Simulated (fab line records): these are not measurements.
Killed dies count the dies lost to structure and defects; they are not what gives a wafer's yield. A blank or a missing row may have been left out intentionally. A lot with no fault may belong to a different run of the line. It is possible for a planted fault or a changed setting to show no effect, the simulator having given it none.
Check of tool commonality    flow n5-finfet    9 lots, 27 wafers sampled

== WHY IT WAS OPENED ==
At N5_STI_FIN_REVEAL_INSPECT_13 the reading raw-defect-count is flagged on 2 of 9 lots. No-fault wafers: 11, standard deviation 4.8.
Rule: a lot is flagged when every wafer of it that has a number lies more than 4 standard deviations from that mean, or none has a number. All remaining lots are regarded as sound.

lot   measured     on                 raw-defect-count, wafer by wafer  flag
L249  day 2 19:38  defect-inspect-02  9 3 8                             
L254  day 4 01:21  defect-inspect-01  10 6 13                           
L255  day 4 08:23  defect-inspect-01  5 8 5                             
L261  day 5 19:44  defect-inspect-01  672 661 657                       FLAGGED
L262  day 6 05:01  defect-inspect-01  617 677 689                       FLAGGED
L263  day 6 09:58  defect-inspect-01  11 11 10                          
L264  day 6 15:22  defect-inspect-01  9 12 4                            
L266  day 7 03:18  defect-inspect-02  18 11 11                          
L271  day 8 07:01  defect-inspect-01  7 13 13                           
Flagged lots average 662: +651 relative to the usual, that is +99 or more standard deviations.

== LOT BY LOT: THE TOOL USED ==
The record holds 4 process steps before the reading, out of a route of 1938 steps. In each cell: the tool, then ch and the chambers that the sampled wafers went through, then the start.
lot   flag     N5_STI_FIN_REVEAL_CMP_04      N5_STI_FIN_REVEAL_ETCHBACK_08      N5_STI_FIN_REVEAL_PRECLEAN_17       N5_STI_FIN_REVEAL_ETCH_34
L249           cmp-03 ch 2,3, day 2 15:58    rie-diel-04 ch 1,3, day 2 16:35    remote-plasma-01 ch 1, day 2 18:44  rie-si-06 ch 2,3, day 2 18:56
L254           cmp-01 ch 0,1,2, day 3 21:16  rie-diel-01 ch 0,1,3, day 3 21:46  remote-plasma-02 ch 1, day 4 00:27  rie-si-04 ch 0,1,3, day 4 00:39
L255           cmp-01 ch 1,2, day 4 04:38    rie-diel-02 ch 0,1,3, day 4 05:20  remote-plasma-02 ch 1, day 4 07:29  rie-si-04 ch 0,3, day 4 07:41
L261  FLAGGED  cmp-01 ch 0,1, day 5 15:59    rie-diel-01 ch 0,3, day 5 16:40    remote-plasma-02 ch 0, day 5 18:49  rie-si-04 ch 2,3, day 5 19:02
L262  FLAGGED  cmp-03 ch 0,1, day 5 23:40    rie-diel-02 ch 0,1, day 6 00:23    remote-plasma-02 ch 0, day 6 04:07  rie-si-06 ch 0,1, day 6 04:19
L263           cmp-03 ch 2,3, day 6 06:05    rie-diel-04 ch 1,2, day 6 06:55    remote-plasma-01 ch 0, day 6 09:07  rie-si-05 ch 0,1,2, day 6 09:16
L264           cmp-01 ch 1,3, day 6 11:47    rie-diel-02 ch 1,2, day 6 12:19    remote-plasma-01 ch 0, day 6 14:29  rie-si-05 ch 1,2, day 6 14:40
L266           cmp-01 ch 0,2,3, day 6 23:36  rie-diel-01 ch 0,1, day 7 00:15    remote-plasma-01 ch 0, day 7 02:24  rie-si-06 ch 0,2, day 7 02:36
L271           cmp-01 ch 0,2,3, day 8 03:26  rie-diel-04 ch 1,3, day 8 03:56    remote-plasma-01 ch 0, day 8 06:07  rie-si-05 ch 0,1,2, day 8 06:18
What is done by these steps:
- N5_STI_FIN_REVEAL_CMP_04: polishes, stops on Si3N4, t overpolish 4 s, target thk 131.83 nm.
- N5_STI_FIN_REVEAL_ETCHBACK_08: etches SiO2 in C4F6/O2, target depth 30.5 nm, time 10.167 s.
- N5_STI_FIN_REVEAL_PRECLEAN_17: cleans in NF3:NH3, afs cycles 1, time 20 s, sublimation time 60 s.
- N5_STI_FIN_REVEAL_ETCH_34: etches Si in H2, material Si, target depth 0.97 nm.
- N5_STI_FIN_REVEAL_INSPECT_13: inspects for defects (darkfield).

== FLAGGED OVER TOTAL, TOOL BY TOOL (the gauges that took the reading come last) ==
step                           tool               lots run  flagged  share of the flagged lots  sound lots run after its first flagged lot
N5_STI_FIN_REVEAL_CMP_04       cmp-01             6         1        some                       3 (L264,L266,L271)
N5_STI_FIN_REVEAL_CMP_04       cmp-03             3         1        some                       1 (L263)
N5_STI_FIN_REVEAL_ETCHBACK_08  rie-diel-01        3         1        some                       1 (L266)
N5_STI_FIN_REVEAL_ETCHBACK_08  rie-diel-02        3         1        some                       1 (L264)
N5_STI_FIN_REVEAL_ETCHBACK_08  rie-diel-04        3         0        none                       -
N5_STI_FIN_REVEAL_PRECLEAN_17  remote-plasma-01   5         0        none                       -
N5_STI_FIN_REVEAL_PRECLEAN_17  remote-plasma-02   4         2        all                        0
N5_STI_FIN_REVEAL_ETCH_34      rie-si-04          3         1        some                       0
N5_STI_FIN_REVEAL_ETCH_34      rie-si-05          3         0        none                       -
N5_STI_FIN_REVEAL_ETCH_34      rie-si-06          3         1        some                       1 (L266)
N5_STI_FIN_REVEAL_INSPECT_13   defect-inspect-01  7         2        all                        3 (L263,L264,L271)
N5_STI_FIN_REVEAL_INSPECT_13   defect-inspect-02  2         0        none                       -

== WHAT THE TABLE PERMITS ==
Every flagged lot went through 2 rows of the table: remote-plasma-02 at N5_STI_FIN_REVEAL_PRECLEAN_17 and defect-inspect-01 at N5_STI_FIN_REVEAL_INSPECT_13.
- remote-plasma-02 at N5_STI_FIN_REVEAL_PRECLEAN_17 ran 4 lots, 2 of them flagged. A fault beginning between L255 (day 4 07:29), its last sound lot, and L261 (day 5 18:49), its first flagged one, fits the data.
- defect-inspect-01 at N5_STI_FIN_REVEAL_INSPECT_13 ran 7 lots, 2 of them flagged. Sound lots ran on it after the first flagged one (L263, L264, L271), which a lasting fault on the whole tool wouldn't allow.
remote-plasma-02 at N5_STI_FIN_REVEAL_PRECLEAN_17 is the single tool remaining.

== WHAT HAD BEEN PUT IN BY THE SIMULATOR ==
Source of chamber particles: remote-plasma-02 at N5_STI_FIN_REVEAL_PRECLEAN_17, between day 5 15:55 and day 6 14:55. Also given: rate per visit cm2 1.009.
Struck lots among those shown: L261, L262. The rule above reached the same finding.
